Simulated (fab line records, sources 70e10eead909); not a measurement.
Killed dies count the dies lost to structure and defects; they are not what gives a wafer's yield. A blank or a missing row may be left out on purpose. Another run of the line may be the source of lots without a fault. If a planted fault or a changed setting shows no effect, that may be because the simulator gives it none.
fab line records	flow nand-harc
record lots=5	wafers=15	last-day=24
route steps=1159 shown A_CONTACT@929 A_BLC@964 END@1159
lots with no fault: from the same line, run without faults
start-h: start of the lot's first displayed wafer, in hours after the record's first day	wait-h: hours elapsed since this lot's preceding step	" as in the row above	L1.1+2: a row that stands for several wafers	- value missing, or start not given	* or withheld: withheld	< > ~ a bound
route shown NAME@n: names a module that has steps shown in the file, with the first one's number in the route	usual: mean/standard deviation of fault-free wafers	same: alike in all rows	chamber/n: place in a boat	sites: the reading at each site	_std_site: standard deviation of those values	_edge_site: inner sites' mean taken away from outer sites' mean	radius-mm: how far each site lies from the wafer's centre	mask NAME#n: copy n	behind: the tool/chamber that last shaped the wafer	hold: why the lot went on hold/how many hours it stayed there/how the hold came to an end	device: names the non-switching transistor (n, p or np)	end of line: the tests these same wafers got at the end of their route	a step given without rows: its recipe and nothing more	killed: at the first sort, the dies lost to defects and structure; wafer yield is something else	map: the dies of a wafer, with x for killed, . for not killed, _ for no die there
set.NAME: the setting that was run; set.NAME@STEP: the one run at that earlier step	model.NAME: the simulator's own value behind a step, which no gauge read
a table for each step, a row for each wafer; lots at some steps of the route
services: a tool's chamber out of use, with start hour (start-h, from the record's first day; less than 0 if before it), hours out, and reason
## steps
# step NHARC_A_CONTACT_COAT_02
# recipe spin-rpm=1500	resist-thk-nm=90
# step NHARC_A_CONTACT_SOFTBAKE_03
# recipe temp-c=105	time-s=55
# step NHARC_A_CONTACT_EBR_04
# step NHARC_A_CONTACT_EXPOSE_05
# recipe na=1.35	sigma-outer=0.8	dose-mj=84.24	mask-id=A_CC
# step NHARC_A_CONTACT_PEB_06
# recipe peb-temp-c=100	peb-time-s=65
# step NHARC_A_CONTACT_DEVELOP_07
# recipe develop-time-s=35	dev-temp-c=23
# step NHARC_A_CONTACT_CD_MEAS_08
# recipe target-cd-nm=100	landing-energy-ev=500
# usual cd-nm=99.9/0.41
lot.wafer	tool	chamber	start-h	wait-h	cd-nm
L522.1	cd-sem-01	0	375.28	-	100.0
L522.2	"	0	"	"	99.9
L522.3	"	0	"	"	99.7
L526.1	cd-sem-02	0	403.43	-	99.9
L526.5	"	0	"	"	99.6
L526.6	"	0	"	"	99.8
L539.1	cd-sem-03	0	484.46	-	100.7
L539.2	"	0	"	"	100.2
L539.3	"	0	"	"	99.8
L544.1	cd-sem-02	0	523.86	-	100.0
L544.3	"	0	"	"	100.5
L544.4	"	0	"	"	100.5
L545.2	cd-sem-02	0	527.20	-	100.1
L545.4	"	0	"	"	99.8
L545.6	"	0	"	"	100.4
# step NHARC_A_CONTACT_OVL_MEAS_09
# usual overlay-x-nm=-0.3/0.87	overlay-y-nm=0.0/0.96
lot.wafer	tool	chamber	start-h	wait-h	overlay-x-nm	overlay-y-nm
L522.1	overlay-01	-	375.37	-	-0.2	-1.1
L522.2	"	-	"	"	-0.1	-0.9
L522.3	"	-	"	"	-0.1	-1.2
L526.1	overlay-01	-	403.51	-	0.2	0.7
L526.5	"	-	"	"	-0.3	1.1
L526.6	"	-	"	"	-0.3	0.9
L539.1	overlay-02	-	484.55	-	-1.1	-0.1
L539.2	"	-	"	"	-1.0	-0.1
L539.3	"	-	"	"	-0.5	-0.6
L544.1	overlay-01	-	523.95	-	0.3	-0.3
L544.3	"	-	"	"	0.0	0.2
L544.4	"	-	"	"	0.2	-0.6
L545.2	overlay-01	-	527.29	-	-0.4	1.0
L545.4	"	-	"	"	0.3	1.0
L545.6	"	-	"	"	0.2	1.0
# step NHARC_A_CONTACT_INSPECT_10
# usual raw-defect-count=30/15
lot.wafer	tool	chamber	start-h	wait-h	raw-defect-count
L522.1	defect-inspect-01	-	375.40	0.0	47
L522.2	"	-	"	"	45
L522.3	"	-	"	"	52
L526.1	defect-inspect-01	-	403.55	0.0	12
L526.5	"	-	"	"	12
L526.6	"	-	"	"	10
L539.1	defect-inspect-01	-	484.59	0.0	42
L539.2	"	-	"	"	30
L539.3	"	-	"	"	36
L544.1	defect-inspect-01	-	523.99	0.0	44
L544.3	"	-	"	"	41
L544.4	"	-	"	"	44
L545.2	defect-inspect-02	-	527.33	0.0	46
L545.4	"	-	"	"	42
L545.6	"	-	"	"	50
# step NHARC_A_CONTACT_DESCUM_13
# recipe time-s=3	o2-flow-sccm=200	ar-flow-sccm=0	bias-power-w=0	chemistry=O2
# step NHARC_A_CONTACT_ETCH_88
# recipe target-depth-a=390	over-etch-frac=0.3	time-s=65	ion-energy-ev=80	cf4-flow-sccm=150	ar-flow-sccm=0	rf-w=300	bias-w=100	chemistry=CF4
# step NHARC_A_CONTACT_ETCH_89
# recipe target-depth-a=2600	over-etch-frac=0.3	time-s=475.3	ion-energy-ev=200	n2-flow-sccm=150	h2-flow-sccm=150	ar-flow-sccm=0	rf-w=400	bias-w=150	chemistry=N2/H2
# step NHARC_A_CONTACT_ETCH_30
# recipe target-depth-a=605	time-s=30.2	cf4-flow-sccm=100	chf3-flow-sccm=30	ar-flow-sccm=0	rf-w=500	bias-w=200	chemistry=CF4/CHF3
# usual drypump-motor-current-A=5.76/0.28	oes-product-au=0.933/0.018	rf-vpp-V=371.6/1.9	showerhead-plenum-p-Torr=1.61/0.057	throttle-valve-pct=16.802/0.0095
lot.wafer	tool	chamber	start-h	wait-h	drypump-motor-current-A	oes-product-au	rf-hours-counter-h	rf-vpp-V	showerhead-plenum-p-Torr	throttle-valve-pct
L522.3	rie-diel-10	1	376.02	-	5.64	0.927	2	369.0	1.57	16.797
L522.1	"	3	"	"	5.89	0.914	2	372.9	1.67	16.793
L522.2	"	0	"	"	5.30	0.923	2	372.8	1.66	16.807
L526.1	rie-diel-10	2	404.14	-	6.04	0.925	11	371.1	1.62	16.809
L526.5	"	0	"	"	5.30	0.911	-	373.0	1.65	16.792
L526.6	"	1	"	"	5.63	0.929	-	371.3	1.56	16.806
L539.1	rie-diel-07	3	485.23	-	5.71	0.958	23	372.4	1.59	16.797
L539.3	"	0	"	"	6.23	0.947	27	373.7	1.68	16.800
L539.2	"	1	"	"	5.61	0.947	19	366.0	1.47	16.808
L544.1	rie-diel-03	2	524.62	-	5.74	0.932	45	369.6	1.58	16.813
L544.3	"	3	"	"	6.06	0.925	44	370.7	1.59	16.812
L544.4	"	1	"	"	5.79	0.941	46	372.4	1.66	16.810
L545.2	rie-diel-07	3	527.91	-	5.70	0.924	38	372.1	1.59	16.797
L545.4	"	0	"	"	6.24	0.926	43	372.5	1.67	16.808
L545.6	"	3	"	"	5.71	0.920	-	370.0	1.59	16.802
# step NHARC_A_CONTACT_ETCH_31
# recipe target-depth-a=20000	over-etch-frac=0.3	time-s=520	ion-energy-ev=150	o2-flow-sccm=400	cos-flow-sccm=20	ar-flow-sccm=0	rf-w=500	bias-w=300	chemistry=O2/COS
# usual drypump-motor-current-A=5.75/0.28	o2-flow-sccm=400.1/1.2	oes-product-au=0.999/0.0074	rf-vpp-V=315.0/1.9	showerhead-plenum-p-Torr=3.19/0.12	throttle-valve-pct=28.331/0.0076
lot.wafer	tool	chamber	start-h	wait-h	drypump-motor-current-A	o2-flow-sccm	oes-product-au	rf-hours-counter-h	rf-vpp-V	showerhead-plenum-p-Torr	throttle-valve-pct
L522.3	rie-diel-10	1	-	-	5.64	400.1	1.000	2	314.3	3.11	28.343
L522.2	"	3	"	"	5.87	399.8	1.002	2	317.2	3.31	28.335
L522.1	"	0	"	"	5.33	399.1	0.996	2	316.5	3.28	28.327
L526.1	rie-diel-10	2	-	-	6.03	399.2	1.002	11	315.7	3.21	28.336
L526.6	"	3	"	"	5.89	400.5	0.996	-	314.9	3.31	28.342
L526.5	"	0	"	"	5.33	400.8	1.002	-	314.3	3.28	28.321
L539.3	rie-diel-07	1	-	-	5.57	403.0	0.993	19	311.8	2.91	28.319
L539.2	"	2	"	"	6.02	398.3	0.997	25	312.3	2.94	28.338
L539.1	"	3	"	"	5.71	400.6	1.003	23	314.0	3.16	28.336
L544.4	rie-diel-03	1	-	-	5.79	398.9	0.991	46	316.4	3.28	28.339
L544.1	"	2	"	"	5.75	400.9	0.996	45	313.6	3.14	28.329
L544.3	"	3	"	"	6.04	401.4	0.996	45	315.9	3.16	28.336
L545.4	rie-diel-07	1	-	-	5.61	398.7	0.990	37	311.4	2.90	28.341
L545.2	"	2	"	"	6.04	399.5	0.988	42	311.2	2.93	28.327
L545.6	"	1	"	"	5.56	399.4	0.992	-	311.4	2.90	28.336
# step NHARC_A_CONTACT_ETCH_134
# recipe source-w=withheld	pressure-mtorr=20	bias-v=withheld	time-s=140	target-depth-a=7000	ar-flow-sccm=withheld	c4f8-flow-sccm=withheld	o2-flow-sccm=withheld	chemistry=C4F8/O2/Ar
lot.wafer	tool	chamber	start-h	wait-h	rf-hours-counter-h
L522.2	har-cap-etch-02	1	376.51	-	10
L522.1	"	0	"	"	10
L522.3	"	1	"	"	-
L526.1	har-cap-etch-03	1	404.61	-	92
L526.5	"	1	"	"	-
L526.6	"	0	"	"	-
L539.2	har-cap-etch-03	0	485.70	-	104
L539.1	"	1	"	"	104
L539.3	"	0	"	"	-
L544.1	har-cap-etch-03	0	525.08	-	110
L544.3	"	0	"	"	-
L544.4	"	1	"	"	-
L545.2	har-cap-etch-01	0	528.41	-	85
L545.4	"	1	"	"	-
L545.6	"	0	"	"	-
# step NHARC_A_CONTACT_ETCH_135
# recipe source-w=withheld	pressure-mtorr=20	bias-v=3000	time-s=132	target-depth-a=12870	ar-flow-sccm=withheld	c4f8-flow-sccm=withheld	o2-flow-sccm=withheld	chemistry=C4F8/O2/Ar
# step NHARC_A_CONTACT_ETCH_136
# recipe source-w=withheld	pressure-mtorr=20	bias-v=3000	time-s=132	target-depth-a=12870	ar-flow-sccm=withheld	c4f8-flow-sccm=withheld	o2-flow-sccm=withheld	chemistry=C4F8/O2/Ar
# step NHARC_A_CONTACT_ETCH_137
# recipe source-w=withheld	pressure-mtorr=20	bias-v=3000	time-s=132	target-depth-a=12870	ar-flow-sccm=withheld	c4f8-flow-sccm=withheld	o2-flow-sccm=withheld	chemistry=C4F8/O2/Ar
# step NHARC_A_CONTACT_ETCH_138
# recipe source-w=withheld	pressure-mtorr=20	bias-v=3000	time-s=132	target-depth-a=12890	ar-flow-sccm=withheld	c4f8-flow-sccm=withheld	o2-flow-sccm=withheld	chemistry=C4F8/O2/Ar
# step NHARC_A_CONTACT_ETCH_139
# recipe source-w=withheld	pressure-mtorr=20	bias-v=400	time-s=137	target-depth-a=5900	ar-flow-sccm=withheld	c4f8-flow-sccm=11.5	o2-flow-sccm=7.2	chemistry=C4F8/O2/Ar
# step NHARC_A_CONTACT_ETCH_92
# recipe target-depth-a=400	over-etch-frac=0.5	time-s=85.7	ion-energy-ev=120	ch3f-flow-sccm=50	o2-flow-sccm=30	ar-flow-sccm=200	rf-w=500	bias-w=100	chemistry=CH3F/O2
# usual drypump-motor-current-A=5.76/0.27	o2-flow-sccm=30.01/0.083	oes-product-au=0.94/0.031	rf-vpp-V=245.1/1.5	showerhead-plenum-p-Torr=2.51/0.094	throttle-valve-pct=20.664/0.0099
lot.wafer	tool	chamber	start-h	wait-h	drypump-motor-current-A	o2-flow-sccm	oes-product-au	rf-hours-counter-h	rf-vpp-V	showerhead-plenum-p-Torr	throttle-valve-pct
L522.1	rie-diel-03	3	377.71	0.4	6.04	29.97	0.93	64	245.0	2.51	20.678
L522.2	"	0	"	"	5.49	30.07	0.92	61	247.3	2.49	20.654
L522.3	"	1	"	"	5.76	30.25	0.92	63	247.9	2.61	20.658
L526.1	rie-diel-10	2	405.75	0.4	6.03	29.81	0.94	11	243.9	2.53	20.662
L526.5	"	3	"	"	5.90	30.01	0.94	-	247.0	2.61	20.681
L526.6	"	0	"	"	5.33	30.02	0.93	-	245.9	2.59	20.664
L539.2	rie-diel-03	0	486.79	0.4	5.48	29.95	0.93	29	245.2	2.48	20.673
L539.3	"	1	"	"	5.80	30.04	0.92	29	245.8	2.60	20.667
L539.1	"	3	"	"	6.05	29.97	0.93	27	244.8	2.50	20.649
L544.4	rie-diel-07	3	526.17	0.3	5.72	30.09	0.92	38	245.8	2.49	20.654
L544.1	"	0	"	"	6.26	30.05	0.92	42	247.0	2.62	20.670
L544.3	"	1	"	"	5.58	30.03	0.93	37	242.2	2.28	20.657
L545.2	rie-diel-10	2	529.73	0.6	6.08	30.12	0.93	34	244.6	2.52	20.681
L545.4	"	0	"	"	5.32	29.88	0.91	35	246.0	2.58	20.637
L545.6	"	1	"	"	5.60	30.03	0.92	-	242.7	2.43	20.679
# step NHARC_A_CONTACT_ETCH_98
# recipe target-depth-a=200	over-etch-frac=0.5	time-s=10	ion-energy-ev=250	c4f6-flow-sccm=25	o2-flow-sccm=20	ar-flow-sccm=500	rf-w=600	bias-w=500	chemistry=C4F6/O2
# step NHARC_A_CONTACT_CD_MEAS_15
# usual cd-nm=90.0/0.46
lot.wafer	tool	chamber	start-h	wait-h	cd-nm
L522.1	cd-sem-01	-	377.97	-	89.5
L522.2	"	-	"	"	89.4
L522.3	"	-	"	"	90.2
L526.1	cd-sem-03	-	405.98	-	89.8
L526.5	"	-	"	"	89.6
L526.6	"	-	"	"	89.6
L539.1	cd-sem-03	-	487.01	-	90.3
L539.2	"	-	"	"	90.2
L539.3	"	-	"	"	90.3
L544.1	cd-sem-01	-	526.39	-	90.1
L544.3	"	-	"	"	89.5
L544.4	"	-	"	"	90.2
L545.2	cd-sem-03	-	530.16	-	90.6
L545.4	"	-	"	"	90.3
L545.6	"	-	"	"	90.7
# step NHARC_A_CONTACT_STRIP_107
# recipe n2-flow-sccm=150	h2-flow-sccm=150	ar-flow-sccm=0	bias-w=0	chemistry=N2/H2
# step NHARC_A_CONTACT_STRIP_108
# recipe cf4-flow-sccm=100	chf3-flow-sccm=30	ar-flow-sccm=0	bias-w=0	chemistry=CF4/CHF3
# step NHARC_A_CONTACT_STRIP_109
# recipe o2-flow-sccm=400	cos-flow-sccm=20	ar-flow-sccm=0	bias-w=0	chemistry=O2/COS
# step NHARC_A_CONTACT_ETCH_110
# recipe target-depth-a=500	overetch-a=50	time-s=27.5	ion-energy-ev=100	cf4-flow-sccm=80	o2-flow-sccm=20	ar-flow-sccm=0	rf-w=300	bias-w=100	chemistry=CF4/O2
# usual drypump-motor-current-A=5.76/0.27	o2-flow-sccm=20.01/0.059	oes-product-au=1.000/0.0072	rf-vpp-V=198.4/1.4	showerhead-plenum-p-Torr=1.36/0.053	throttle-valve-pct=13.397/0.0092
lot.wafer	tool	chamber	start-h	wait-h	drypump-motor-current-A	o2-flow-sccm	oes-product-au	rf-hours-counter-h	rf-vpp-V	showerhead-plenum-p-Torr	throttle-valve-pct
L522.3	rie-diel-10	2	378.27	0.0	6.04	20.06	0.999	3	197.6	1.38	13.412
L522.2	"	0	"	"	5.29	20.01	1.002	3	199.3	1.41	13.404
L522.1	"	1	"	"	5.62	19.94	1.000	3	197.4	1.33	13.396
L526.1	rie-diel-03	0	406.27	0.0	5.45	20.06	1.004	0	197.9	1.35	13.397
L526.5	"	0	"	"	5.46	20.05	0.997	-	198.2	1.35	13.388
L526.6	"	1	"	"	5.77	19.94	1.005	-	199.3	1.42	13.398
L539.2	rie-diel-10	1	487.34	0.1	5.64	20.03	1.000	28	195.4	1.32	13.402
L539.1	"	2	"	"	6.05	19.98	1.003	28	197.3	1.37	13.384
L539.3	"	3	"	"	5.89	20.03	0.996	26	199.4	1.41	13.390
L544.1	rie-diel-10	0	526.69	0.0	5.30	19.96	1.004	34	199.4	1.40	13.386
L544.4	"	2	"	"	6.02	20.03	1.007	33	197.0	1.37	13.398
L544.3	"	3	"	"	5.89	20.21	1.000	33	198.9	1.41	13.374
L545.4	rie-diel-07	0	530.93	0.5	6.21	19.94	0.989	46	198.6	1.42	13.408
L545.2	"	3	"	"	5.69	19.99	0.998	41	199.3	1.35	13.395
L545.6	"	1	"	"	5.58	20.05	0.999	-	195.9	1.24	13.391
# step NHARC_A_CONTACT_STRIP_26
# recipe o2-flow-sccm=500	ar-flow-sccm=0	bias-w=0	chemistry=O2
# step NHARC_A_CONTACT_STRIP_27
# recipe time-s=600	temp-c=30	chemistry=post-etch-residue-remover
# step NHARC_A_CONTACT_ALD_18
# recipe target-thk-a=30	pulse-time-s=1	ald-cycles=150	temp-c=450	material=TiN
# step NHARC_A_CONTACT_CVD_19
# recipe target-thk-a=3000	temp-c=300	pressure-torr=40	wf6-flow-sccm=40	h2-flow-sccm=1600	ar-flow-sccm=1560	time-s=802	material=W
# usual heater-power-w=462/25	throttle-valve-pct=7.92/0.22
lot.wafer	tool	chamber	start-h	wait-h	heater-power-w	throttle-valve-pct
L522.1	cvd-w-01	1	-	-	486	8.23
L522.2	"	0	"	"	488	7.77
L522.3	"	0	"	"	494	7.96
L526.1	cvd-w-01	0	-	-	503	7.87
L526.6	"	1	"	"	491	8.08
L526.5	"	0	"	"	493	8.02
L539.2	cvd-w-02	0	-	-	439	7.81
L539.1	"	1	"	"	436	7.80
L539.3	"	1	"	"	441	7.73
L544.1	cvd-w-02	0	-	-	435	7.86
L544.4	"	0	"	"	439	7.88
L544.3	"	1	"	"	449	7.48
L545.2	cvd-w-02	0	-	-	434	8.09
L545.4	"	0	"	"	445	7.80
L545.6	"	1	"	"	440	8.09
# step NHARC_A_CONTACT_CMP_20
# recipe t-overpolish-s=30	target-thk-nm=300
# step NHARC_A_CONTACT_SRD_22
# step NHARC_A_BLC_DEHYDRATE_00
# recipe temp-c=150	time-s=120
# step NHARC_A_BLC_HMDS_01
# recipe time-s=30
# step NHARC_A_BLC_COAT_02
# recipe temp-c=260	time-s=75
# step NHARC_A_BLC_COAT_03
# recipe temp-c=225	time-s=65
# step NHARC_A_BLC_COAT_04
# recipe spin-rpm=1500	resist-thk-nm=90
# step NHARC_A_BLC_SOFTBAKE_05
# recipe temp-c=105	time-s=55
# step NHARC_A_BLC_EBR_06
# step NHARC_END_SORT_01
# recipe temp-c=25
# usual killed-at-array=28/12	killed-at-other=0.8/1.1	killed-at-periphery=3.6/2.3	killed-dies=32/12	killed-open=3.4/1.9	killed-short=2.0/1.3
# same gross-dies=677
lot.wafer	tool	chamber	start-h	wait-h	killed-at-array	killed-at-other	killed-at-periphery	killed-dies	killed-open	killed-short
L526.1	prober-02	0	464.25	2.5	72	1	6	79	3	3
L526.5	prober-02	0	467.39	3.6	12	0	6	18	5	2
L526.6	prober-02	0	468.17	3.9	8	0	1	9	1	1
# killed by level:class
L526.1 A_CONTACT:unspecified=58 A_CONTACT:chamber-film-flake=6 P_STI:chamber-film-flake=3 A_CHANNEL_HOLE_D1:chamber-film-flake=3 A_CONTACT:geometric-particle:short=2 P_M1:geometric-particle:open=1 A_ONON_D1:geometric-particle:open=1 A_CONTACT:geometric-particle:open=1
L526.5 A_CHANNEL_HOLE_D1:chamber-film-flake=5 P_CONTACT:geometric-particle:open=2 P_GATE:chamber-film-flake=2 A_CONTACT:chamber-film-flake=2 P_M2:geometric-particle:open=1 A_SOURCE_PLATE:geometric-particle:open=1 A_SGD_CUT:geometric-particle:short=1 A_WL_FILL:geometric-particle:short=1
L526.6 A_CONTACT:chamber-film-flake=5 P_GATE:geometric-particle:open=1 A_CHANNEL_FILL_D1:geometric-particle:short=1 A_STAIRCASE:chamber-film-flake=1 A_WL_FILL:chamber-film-flake=1
# map L526.1 (x killed, . not)
____________.____________
_________......._________
_______..........._______
______........x....______
_____..............._____
____.................____
____...............x.____
___...................___
___.................x.___
__..................x..__
__.....................__
_......................._
_......................._
_......................._
_.....................x._
_...........x..........._
...............x....x....
.........................
....x.............x..x...
.........................
..x......................
_...xx.................._
_.............x........._
_......................._
_.................xxx..._
_...x.x...x............._
__....xxx.x..........x.__
__..x.xxx..x.......x...__
___..xxxxxxx..........___
___.xxxxxxxx..........___
____x.xxxxx.x........____
____.xxxxxxx.........____
_____xxxxxxx........_____
______xxxxx........______
_______xxxx......._______
_________x.x...._________
____________.____________
# map L522.3 (x killed, . not)
____________.____________
_________......._________
_______..........._______
______.x...........______
_____..............._____
____.................____
____x................____
___...................___
___...................___
__.....................__
__.....................__
_.........x....x........_
_.......x..............._
_.............x........._
_....................x.x_
_......x.......x......xx_
...................x.x..x
.x............x......x.xx
..............x.x.x.x.xx.
.............x...xxx.x.xx
....x.........x...x.x...x
_...............x.x....._
_...........xx.....x...._
_.........x............._
_............x.........._
_x.....................x_
__.....................__
__.........x...........__
___...................___
___...................___
____.................____
____.....x...........____
_____x..x..........._____
______..x..........______
_______..........._______
_________......._________
____________.____________
## services
tool	chamber	start-h	hours	kind
rie-diel-10	-	353.58	9.0	pm
rie-diel-10	0	353.58	9.0	vent-cycle
rie-diel-10	1	353.58	9.0	vent-cycle
rie-diel-10	2	353.58	9.0	vent-cycle
rie-diel-10	3	353.58	9.0	vent-cycle
rie-diel-10	0	362.58	-	clean
rie-diel-10	1	362.58	-	clean
rie-diel-10	2	362.58	-	clean
rie-diel-10	3	362.58	-	clean
rie-diel-07	2	373.39	6.5	repair
cvd-w-02	-	382.82	13.0	pm
rie-diel-10	0	387.08	-	clean
rie-diel-10	1	387.08	-	clean
rie-diel-03	-	392.30	9.0	pm
rie-diel-07	-	405.37	9.0	pm
rie-diel-03	0	424.32	3.2	repair
rie-diel-07	3	433.76	4.1	repair
rie-diel-03	3	446.94	8.8	repair
rie-diel-07	3	473.35	6.6	repair
cvd-w-01	-	478.24	13.0	pm
rie-diel-10	2	490.97	14.2	repair
rie-diel-07	0	521.92	3.5	repair
cvd-w-01	1	530.16	14.8	repair
rie-diel-10	-	530.58	9.0	pm
## key
first-sign step=NHARC_END_SORT_01	reading=killed-dies	direction=up	sigmas=4.1	usual=32	struck=79
effect step=NHARC_END_SORT_01	reading=killed-at-array	direction=up	sigmas=3.8	usual=28	struck=72
more-kills-born-at NHARC_A_CONTACT_ETCH_30@rie-diel-10=58
met-at NHARC_A_CONTACT_ETCH_30
struck-wafers L526.1
tester-left-out L526
fault kind=chamber-particle-source	tool=rie-diel-10	chamber=2	onset-h=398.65	steps=NHARC_A_CONTACT_ETCH_30	rate-per-visit-cm2=0.39156	end-h=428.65
# tester-left-out: of these lots the tester's yield and bins aren't shown, on N5 and GAA mostly nor the transistor test; their killed dies are dies lost to structure and defects alone, not to doping, threshold or leakage, so they don't give the yield
